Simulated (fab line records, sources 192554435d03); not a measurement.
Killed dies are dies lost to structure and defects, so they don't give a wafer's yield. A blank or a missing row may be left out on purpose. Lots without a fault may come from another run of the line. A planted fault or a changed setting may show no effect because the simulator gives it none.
Chamber matching | flow n5_finfet | N5_BEOL_M8_STRIP_19 on rie_diel-03: 4 sister chambers
The step strips in O2. 4 wafers are shown with their chamber, then 11 later ones without.

WAFERS WITH THEIR CHAMBER
wafer  | chamber | drypump_motor_current_A (A)
L088.1 | 2       | 5.5
L090.1 | 0       | 5.1
L090.2 | 3       | 5.9
L091.1 | 1       | 6.3

WAFERS WITHOUT THEIR CHAMBER
wafer  | drypump_motor_current_A (A)
L091.4 | 5.9
L091.6 | 6.3
L094.1 | 6.4
L094.4 | 6.4
L094.6 | 5.9
L095.2 | 6.4
L095.3 | 5.9
L095.6 | 5.9
L097.1 | 6.3
L097.4 | 5.5
L097.6 | 6.3

WHICH CHAMBER EACH WENT THROUGH
wafer  | from the rows above | in truth
L091.4 | 3                   | 3
L091.6 | 1                   | 1
L094.1 | 1                   | 1
L094.4 | 1                   | 1
L094.6 | 3                   | 3
L095.2 | 1                   | 1
L095.3 | 3                   | 3
L095.6 | 3                   | 3
L097.1 | 1                   | 1
L097.4 | 2                   | 2
L097.6 | 1                   | 1
Placed correctly: 11 of 11. Can't be placed from these rows: 0. Placed wrongly: 0.
How it was worked out, from the rows above alone: a wafer's distance from a chamber is the root of the sum, over the readings, of the square of ((its reading less the chamber's mean) divided by the reading's scatter). The wafer belongs to the nearest chamber; if the next one is less than 2 further off, it can't be placed. A chamber's mean is the mean of its shown wafers. The scatter: with one shown wafer a chamber, the root of the mean of the squares of how far each hidden wafer lies from its nearest shown one.
